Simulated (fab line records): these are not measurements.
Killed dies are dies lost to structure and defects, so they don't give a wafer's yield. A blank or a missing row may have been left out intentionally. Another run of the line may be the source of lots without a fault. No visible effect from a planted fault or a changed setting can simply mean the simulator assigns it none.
Problem report in the 8D (eight disciplines) form, filled by code + flow n5_finfet + the parts of the form that need people (team, actions taken, sign-off) are left out

1. THE ISSUE
VT_P at N5_BEOL_M4_RC_MEAS_101 reads a mean of -272 mV on 4 wafers of 3 lots; wafers without a fault read -250 mV with a standard deviation of 3.1. Relative to the usual mean, that is a shift of -7.3 standard deviations.
Seen first at day 10 17:14 on prober-02, wafer L337.2. Wafers with a number at this step in the record: 12, from 5 lots. Rule for "out" (also "out of limits"): further than 4 standard deviations from the usual mean. All remaining wafers that have a number are taken as sound.

2. WHAT IT IS AND WHAT IT IS NOT
| question                    | is                                     | is not                                                                         |
|-----------------------------|----------------------------------------|--------------------------------------------------------------------------------|
| which readings at this step | VT_P, IOFF_P_LONG, VT_P_LONG, VT_P_LVT | DIBL_N, DIBL_P, IOFF_N, ION_N, SS_N, SS_P, VT_N                                |
| which lots                  | L337, L339, L341                       | L332, L348                                                                     |
| which wafers of those lots  | L337.2, L337.5, L339.2, L341.5         | L339.1, L341.3                                                                 |
| read on which gauges        | prober-02                              | prober-01                                                                      |
| when                        | from day 10 17:14                      | up to then (3 sound wafers); but 5 sound wafers of L339, L341, L348 came after |

3. THE SUSPECTS, EACH WITH WHAT RULES IT OUT
Counting: if a tool at a process step up to the reading ran every lot that is out, it stays a suspect. Sound lots after the first of them don't rule it out here, since some wafers of a struck lot are sound.
- the gauge at N5_BEOL_M4_RC_MEAS_101: kept. All the wafers that are out were read on prober-02, and no step on other tools shows them out.
- ald_metal-01 at N5_HKMG_FIN_ALD_36 (deposits TiN, target thk 1 nm, pulse time 1 s, purge time 3 s): kept. Every lot that is out went through it, the first being L337 (day 6 20:06); the last sound lot it ran before that was L332 (day 5 15:16).
Remaining after the count are ald_metal-01 at N5_HKMG_FIN_ALD_36 and prober-02 at N5_BEOL_M4_RC_MEAS_101.

4. THE CAUSE (what the simulator had put in)
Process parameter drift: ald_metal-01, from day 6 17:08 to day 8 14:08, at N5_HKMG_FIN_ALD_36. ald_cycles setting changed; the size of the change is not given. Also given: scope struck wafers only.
Counting left 2 suspects, and this tool is among them.

5. THE CHAIN OF EFFECTS, in route order
Each row: a reading where the mean over the struck wafers with a number is more than 3 standard deviations away from the usual. Only readings whose record carries a usual standard deviation are examined. hours: median over the lots of the time between each lot's start at the first step of this table that gives one and its start at this step. sigmas: the change, counted in usual standard deviations.
| hours | step                    | reading          | usual          | on struck wafers | change    | sigmas      |
|-------|-------------------------|------------------|----------------|------------------|-----------|-------------|
| 0     | N5_BEOL_M4_RC_MEAS_101  | IOFF_P           | 0.21 nA/um     | 0.09             | -0.12     | -3.4        |
| 0     | N5_BEOL_M4_RC_MEAS_101  | IOFF_P_85C       | 3.6 nA/um      | 1.9              | -1.8      | -3.4        |
| 0     | N5_BEOL_M4_RC_MEAS_101  | IOFF_P_LIN       | 0.100 nA/um    | 0.045            | -0.055    | -4.2        |
| 0     | N5_BEOL_M4_RC_MEAS_101  | IOFF_P_LONG      | 0.000105 nA/um | 0.000065         | -0.000040 | -4.8        |
| 0     | N5_BEOL_M4_RC_MEAS_101  | ION_P            | 465 uA/um      | 429              | -36       | -5.3        |
| 0     | N5_BEOL_M4_RC_MEAS_101  | VT_P             | -250 mV        | -272             | -22       | -7.3        |
| 0     | N5_BEOL_M4_RC_MEAS_101  | VT_P_LONG        | -275 mV        | -296             | -20       | -6.2        |
| 0     | N5_BEOL_M4_RC_MEAS_101  | VT_P_LVT         | -98.5 mV       | -121.1           | -22.6     | -8.1        |
| 106   | N5_PASSIVATION_PROBE_49 | sort_bin_8_speed | 0.00 %         | 34.98            | +34.98    | +99 or more |
| 106   | N5_PASSIVATION_PROBE_49 | sort_n_pass      | 1077           | 675              | -402      | -24         |
| 106   | N5_PASSIVATION_PROBE_49 | sort_yield_pct   | 91.3 %         | 57.2             | -34.1     | -24         |
Its process steps:
- N5_PASSIVATION_PROBE_49

6. HOW IT WOULD HAVE BEEN CAUGHT EARLIER
96 hours passed between the start of the fault at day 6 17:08 and the first reading out of limits at a measuring or inspecting step in this record, taken at day 10 17:14.
No tool reading at N5_HKMG_FIN_ALD_36 that has a usual standard deviation in the record was out on any struck wafer, so an alarm limit of 4 standard deviations on those readings would not have fired.
By day 10 17:14 the whole set of lots that are out, 3 in number, had already begun N5_HKMG_FIN_ALD_36 on ald_metal-01. A hold on the tool at that time would have spared none of them.
